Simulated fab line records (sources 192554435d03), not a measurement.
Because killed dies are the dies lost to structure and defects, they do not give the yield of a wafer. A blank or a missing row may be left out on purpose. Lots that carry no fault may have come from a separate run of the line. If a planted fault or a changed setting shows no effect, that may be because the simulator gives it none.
Which tool is to blame? | flow n5 finfet | 24 lots with 72 wafers sampled at 5 steps, on a route of 1938 steps

== WHAT THE GAUGES READ, wafer by wafer ==
N5_GATE_CUT_THK_MEAS_24. Usual: GC_FILL_THK gives 218.4 nm (standard deviation 2.1).
lot  | measured     | on            | GC_FILL_THK (nm)  | flag
L074 | day 4 14:20  | film metro-02 | 213.2 217.0 214.6 |
L075 | day 4 21:56  | film metro-02 | 216.4 220.2 218.8 |
L076 | day 5 05:59  | film metro-02 | 216.1 218.9 220.2 |
L077 | day 5 08:01  | film metro-01 | 218.7 221.6 221.4 |
L078 | day 5 14:43  | film metro-01 | 218.7 219.9 221.1 |
L079 | day 6 00:23  | film metro-02 | 221.9 220.8 223.1 |
L080 | day 6 02:31  | film metro-01 | 218.8 218.1 221.3 |
L081 | day 6 08:55  | film metro-01 | 216.8 219.8 221.2 |
L082 | day 6 16:13  | film metro-01 | 215.2 217.4 221.4 |
L083 | day 6 21:22  | film metro-01 | 217.9 215.4 215.9 |
L084 | day 7 08:42  | film metro-01 | 217.3 217.0 220.1 |
L085 | day 7 10:10  | film metro-02 | 214.5 216.4 217.4 |
L086 | day 7 18:31  | film metro-01 | 218.5 219.0 220.5 |
L087 | day 8 00:19  | film metro-02 | 216.5 215.3 219.4 |
L088 | day 8 01:25  | film metro-02 | 220.6 221.9 220.1 |
L089 | day 8 08:37  | film metro-02 | 216.4 218.3 218.1 |
L090 | day 8 16:40  | film metro-01 | 218.0 220.1 220.6 |
L091 | day 8 22:33  | film metro-01 | 217.8 220.2 218.6 |
L092 | day 9 04:02  | film metro-02 | 218.2 217.4 219.4 |
L093 | day 9 10:25  | film metro-01 | 219.1 223.3 222.6 |
L094 | day 9 18:13  | film metro-02 | 214.2 219.3 217.5 |
L095 | day 10 00:42 | film metro-01 | 216.9 218.8 220.0 |
L096 | day 10 03:49 | film metro-01 | 215.3 213.6 220.6 |
L097 | day 10 13:23 | film metro-02 | 218.3 218.2 219.1 |

N5_MOL_CONTACT_COAG_INSPECT_57: inspects for defects (brightfield). Usual: raw defect count at 197, with a standard deviation of 69.
lot  | measured     | on                | raw defect count | flag
L074 | day 5 01:05  | defect inspect-01 | 255 328 239      |
L075 | day 5 08:44  | defect inspect-02 | 174 213 173      |
L076 | day 5 18:01  | defect inspect-01 | 123 240 207      |
L077 | day 5 22:51  | defect inspect-02 | 200 95 150       |
L078 | day 6 02:35  | defect inspect-01 | 164 264 225      |
L079 | day 6 10:48  | defect inspect-02 | 227 140 188      |
L080 | day 6 14:41  | defect inspect-02 | 147 178 123      |
L081 | day 6 20:21  | defect inspect-02 | 159 114 189      |
L082 | day 7 08:59  | defect inspect-02 | 210 185 137      |
L083 | day 7 09:02  | defect inspect-02 | 213 170 276      |
L084 | day 7 22:32  | defect inspect-02 | 170 162 212      |
L085 | day 7 22:52  | defect inspect-01 | 179 266 185      |
L086 | day 8 05:31  | defect inspect-02 | 198 165 145      |
L087 | day 8 11:12  | defect inspect-01 | 104 118 188      |
L088 | day 8 15:13  | defect inspect-01 | 175 209 162      |
L089 | day 8 21:30  | defect inspect-02 | 242 241 165      |
L090 | day 9 04:46  | defect inspect-02 | 123 113 158      |
L091 | day 9 12:12  | defect inspect-02 | 228 151 203      |
L092 | day 9 14:59  | defect inspect-01 | 343 283 319      |
L093 | day 9 23:28  | defect inspect-02 | 192 142 218      |
L094 | day 10 04:44 | defect inspect-01 | 176 254 220      |
L095 | day 10 11:54 | defect inspect-02 | 187 210 204      |
L096 | day 10 15:43 | defect inspect-02 | 325 203 165      |
L097 | day 11 00:43 | defect inspect-01 | 291 408 274      |

N5_MOL_CONTACT_COAG_OVL_MEAS_41. Usual: VD_OVL gives -0.2 nm (standard deviation 0.61).
lot  | measured     | on         | VD_OVL (nm)    | flag
L074 | day 5 02:16  | overlay-02 | 0.1 0.7 -0.4   |
L075 | day 5 09:56  | overlay-02 | 0.0 1.1 0.7    |
L076 | day 5 19:36  | overlay-01 | -0.4 -0.9 -0.8 |
L077 | day 6 00:34  | overlay-02 | 0.1 -1.9 0.0   |
L078 | day 6 04:37  | overlay-01 | -0.6 -0.5 -0.7 |
L079 | day 6 12:10  | overlay-01 | -1.1 -0.2 -1.2 |
L080 | day 6 16:28  | overlay-01 | -0.2 -0.4 -0.5 |
L081 | day 6 21:56  | overlay-02 | 0.3 -0.1 -0.3  |
L082 | day 7 10:34  | overlay-01 | -1.2 -0.7 -1.6 |
L083 | day 7 10:37  | overlay-02 | -0.3 0.1 -0.9  |
L084 | day 8 00:14  | overlay-02 | 0.1 0.0 0.1    |
L085 | day 8 00:31  | overlay-01 | -1.1 0.4 0.6   |
L086 | day 8 07:07  | overlay-02 | -1.3 -0.3 -0.5 |
L087 | day 8 12:55  | overlay-02 | 0.4 0.5 -0.7   |
L088 | day 8 16:47  | overlay-02 | -0.4 0.5 0.0   |
L089 | day 8 23:02  | overlay-02 | -0.5 -0.1 0.6  |
L090 | day 9 06:14  | overlay-01 | -0.3 0.0 -0.7  |
L091 | day 9 13:47  | overlay-01 | -0.1 -0.6 0.3  |
L092 | day 9 16:13  | overlay-01 | -0.3 -0.7 -0.4 |
L093 | day 10 01:19 | overlay-02 | 0.6 -0.4 1.3   |
L094 | day 10 05:58 | overlay-02 | -0.4 0.0 -0.7  |
L095 | day 10 13:23 | overlay-01 | -0.3 -1.5 -1.6 |
L096 | day 10 17:02 | overlay-01 | 0.0 0.3 -0.4   |
L097 | day 11 02:21 | overlay-01 | -0.2 0.0 -0.3  |

== WHAT TOOL EACH LOT RAN ON (gives the tool, then ch and the chambers of the sampled wafers, and finally the start) ==
lot  | N5_MOL_CONTACT_COAG_ALD_131       | N5_MOL_CONTACT_COAG_ETCH_47
L074 | ald sin-02 ch 1,2, day 5 01:15    | rie diel-05 ch 0,1,3, day 5 01:41
L075 | ald sin-04 ch 0,2, day 5 08:54    | rie diel-05 ch 0,1,2, day 5 09:21
L076 | ald sin-04 ch 0,2, day 5 18:10    | rie diel-05 ch 0,2, day 5 18:54
L077 | ald sin-02 ch 1,2,3, day 5 23:25  | rie diel-01 ch 1,2,3, day 5 23:59
L078 | ald sin-02 ch 0,1,2, day 6 03:01  | rie diel-05 ch 0,2, day 6 03:55
L079 | ald sin-04 ch 0,1,2, day 6 10:58  | rie diel-03 ch 0,1,3, day 6 11:33
L080 | ald sin-01 ch 0,1, day 6 15:18    | rie diel-05 ch 0,1, day 6 15:44
L081 | ald sin-04 ch 0,2,3, day 6 20:48  | rie diel-01 ch 0,1,3, day 6 21:14
L082 | ald sin-02 ch 0,1,3, day 7 09:14  | rie diel-01 ch 1,2,3, day 7 09:50
L083 | ald sin-02 ch 0,1,3, day 7 09:24  | rie diel-05 ch 0,2,3, day 7 09:52
L084 | ald sin-01 ch 0,1,3, day 7 23:05  | rie diel-05 ch 2,3, day 7 23:32
L085 | ald sin-04 ch 0,2,3, day 7 23:25  | rie diel-01 ch 0,1,3, day 7 23:56
L086 | ald sin-04 ch 0,3, day 8 05:41    | rie diel-01 ch 0,1, day 8 06:13
L087 | ald sin-02 ch 0,3, day 8 11:47    | rie diel-01 ch 0,3, day 8 12:20
L088 | ald sin-01 ch 1,2,3, day 8 15:37  | rie diel-03 ch 0,2, day 8 16:04
L089 | ald sin-01 ch 0,1,3, day 8 22:00  | rie diel-05 ch 1,3, day 8 22:26
L090 | ald sin-02 ch 0,1,3, day 9 05:13  | rie diel-03 ch 1,2,3, day 9 05:39
L091 | ald sin-04 ch 0,1,2, day 9 12:46  | rie diel-01 ch 1,2, day 9 13:12
L092 | ald sin-02 ch 1,3, day 9 15:10    | rie diel-05 ch 0,2, day 9 15:36
L093 | ald sin-02 ch 0,3, day 10 00:00   | rie diel-01 ch 2,3, day 10 00:36
L094 | ald sin-02 ch 0,1,3, day 10 04:56 | rie diel-03 ch 0,2,3, day 10 05:23
L095 | ald sin-04 ch 0,3, day 10 12:22   | rie diel-03 ch 0,2,3, day 10 12:49
L096 | ald sin-02 ch 0,2,3, day 10 15:53 | rie diel-03 ch 0,1,2, day 10 16:19
L097 | ald sin-01 ch 0,1,3, day 11 01:20 | rie diel-05 ch 1,2, day 11 01:46
- N5_MOL_CONTACT_COAG_ALD_131: deposits SiO2, target thk 5 nm, pulse time 1 s, co reactant pulse time 1 s.
- N5_MOL_CONTACT_COAG_ETCH_47: etches SiNx in CH3F/O2, stops on W, target depth 27 nm.

== AS READ BY THE TOOLS THEMSELVES (means over the sampled wafers that have a number; for cases with no such wafer, the mark the record gives instead) ==
N5_MOL_CONTACT_COAG_ALD_131. Usual: chamber pressure Torr 2.000 Torr, standard deviation 0.005; heater power w 77 W, standard deviation 8.9; precursor pulse height rel 0.998, standard deviation 0.02.
lot  | tool       | chamber pressure Torr (Torr) | heater power w (W) | precursor pulse height rel | flag
L074 | ald sin-02 | 1.999                        | 82                 | 0.974                      |
L075 | ald sin-04 | 1.999                        | 78                 | 1.002                      |
L076 | ald sin-04 | 2.005                        | 81                 | 1.011                      |
L077 | ald sin-02 | 2.000                        | 75                 | 0.991                      |
L078 | ald sin-02 | 2.000                        | 76                 | 1.020                      |
L079 | ald sin-04 | 1.997                        | 82                 | 1.004                      |
L080 | ald sin-01 | 2.001                        | 83                 | 0.989                      |
L081 | ald sin-04 | 2.002                        | 74                 | 0.994                      |
L082 | ald sin-02 | 1.997                        | 80                 | 0.980                      |
L083 | ald sin-02 | 2.002                        | 78                 | 0.989                      |
L084 | ald sin-01 | 2.000                        | 82                 | 0.987                      |
L085 | ald sin-04 | 1.999                        | 75                 | 1.003                      |
L086 | ald sin-04 | 1.995                        | 71                 | 1.006                      |
L087 | ald sin-02 | 2.003                        | 70                 | 0.996                      |
L088 | ald sin-01 | 1.997                        | 80                 | 0.983                      |
L089 | ald sin-01 | 1.999                        | 80                 | 1.021                      |
L090 | ald sin-02 | 2.000                        | 79                 | 0.978                      |
L091 | ald sin-04 | 1.998                        | 79                 | 0.987                      |
L092 | ald sin-02 | 2.000                        | 76                 | 0.989                      |
L093 | ald sin-02 | 1.999                        | 70                 | 1.004                      |
L094 | ald sin-02 | 2.003                        | 78                 | 1.017                      |
L095 | ald sin-04 | 2.003                        | 68                 | 0.993                      |
L096 | ald sin-02 | 2.001                        | 70                 | 0.991                      |
L097 | ald sin-01 | 2.001                        | 84                 | 0.994                      |

N5_MOL_CONTACT_COAG_ETCH_47. Usual: drypump motor current A 5.5 A, standard deviation 0.44; etch rf on time s 31.1 s, standard deviation 0.68; oes product au 0.72 a.u., standard deviation 0.089; rf vpp V 298 V, standard deviation 10; showerhead plenum p Torr 2.02 Torr, standard deviation 0.078; throttle valve pct 16.37 %, standard deviation 0.27.
lot  | tool        | drypump motor current A (A) | etch rf on time s (s) | oes product au (a.u.) | rf vpp V (V) | showerhead plenum p Torr (Torr) | throttle valve pct (%) | flag
L074 | rie diel-05 | 5.5                         | 30.9                  | 0.74                  | 304          | 2.00                            | 16.28                  |
L075 | rie diel-05 | 5.4                         | 30.9                  | 0.73                  | 297          | 1.98                            | 16.26                  |
L076 | rie diel-05 | 5.4                         | 31.4                  | 0.68                  | 287          | 1.99                            | 16.32                  |
L077 | rie diel-01 | 5.5                         | 31.1                  | 0.67                  | 292          | 2.00                            | 16.56                  |
L078 | rie diel-05 | 5.4                         | 31.2                  | 0.68                  | 287          | 1.99                            | 16.34                  |
L079 | rie diel-03 | 5.3                         | 31.4                  | 0.67                  | 301          | 1.98                            | 16.57                  |
L080 | rie diel-05 | 5.3                         | 31.0                  | 0.75                  | 306          | 1.97                            | 16.24                  |
L081 | rie diel-01 | 5.5                         | 31.6                  | 0.64                  | 293          | 2.05                            | 16.55                  |
L082 | rie diel-01 | 5.5                         | 30.9                  | 0.66                  | 292          | 2.00                            | 16.58                  |
L083 | rie diel-05 | 5.6                         | 30.8                  | 0.75                  | 295          | 2.00                            | 16.18                  |
L084 | rie diel-05 | 6.1                         | 30.7                  | 0.75                  | 299          | 1.98                            | 16.14                  |
L085 | rie diel-01 | 5.5                         | 31.6                  | 0.72                  | 292          | 2.05                            | 16.39                  |
L086 | rie diel-01 | 5.3                         | 31.1                  | 0.69                  | 287          | 2.06                            | 16.59                  |
L087 | rie diel-01 | 5.6                         | 31.2                  | 0.74                  | 299          | 2.03                            | 16.22                  |
L088 | rie diel-03 | 5.7                         | 31.1                  | 0.70                  | 297          | 1.99                            | 16.59                  |
L089 | rie diel-05 | 5.8                         | 31.0                  | 0.75                  | 311          | 1.94                            | 16.24                  |
L090 | rie diel-03 | 5.5                         | 30.7                  | 0.79                  | 306          | 2.13                            | 16.22                  |
L091 | rie diel-01 | 5.3                         | 31.6                  | 0.69                  | 287          | 2.09                            | 16.63                  |
L092 | rie diel-05 | 5.4                         | 31.3                  | 0.65                  | 288          | 1.98                            | 16.39                  |
L093 | rie diel-01 | 5.8                         | 30.9                  | 0.79                  | 297          | 2.10                            | 16.33                  |
L094 | rie diel-03 | 5.6                         | 30.7                  | 0.71                  | 302          | 2.05                            | 16.45                  |
L095 | rie diel-03 | 5.6                         | 31.2                  | 0.71                  | 304          | 2.05                            | 16.45                  |
L096 | rie diel-03 | 5.5                         | 30.5                  | 0.74                  | 301          | 2.06                            | 16.42                  |
L097 | rie diel-05 | 5.6                         | 31.6                  | 0.66                  | 304          | 1.92                            | 16.44                  |

== THE ANSWER, worked out from the rows above alone ==
Rule: take the mean of a lot's wafers that have a number; if it is more than 3 standard deviations from the usual mean, the lot is off. A lot without any number at a reading at which 4 lots or more have one is off too. The other lots that the step has rows for count as sound. The gauges are gone through in route order, then the tools' own readings, and for those a lot's mean is taken as printed above. At the first step where some lot is off, the reading lying furthest off is the one used; lots without a number count as furthest.
No lot is off on any of the readings shown, so nothing can be concluded from this.

== WHAT WAS PUT IN BY THE SIMULATOR ==
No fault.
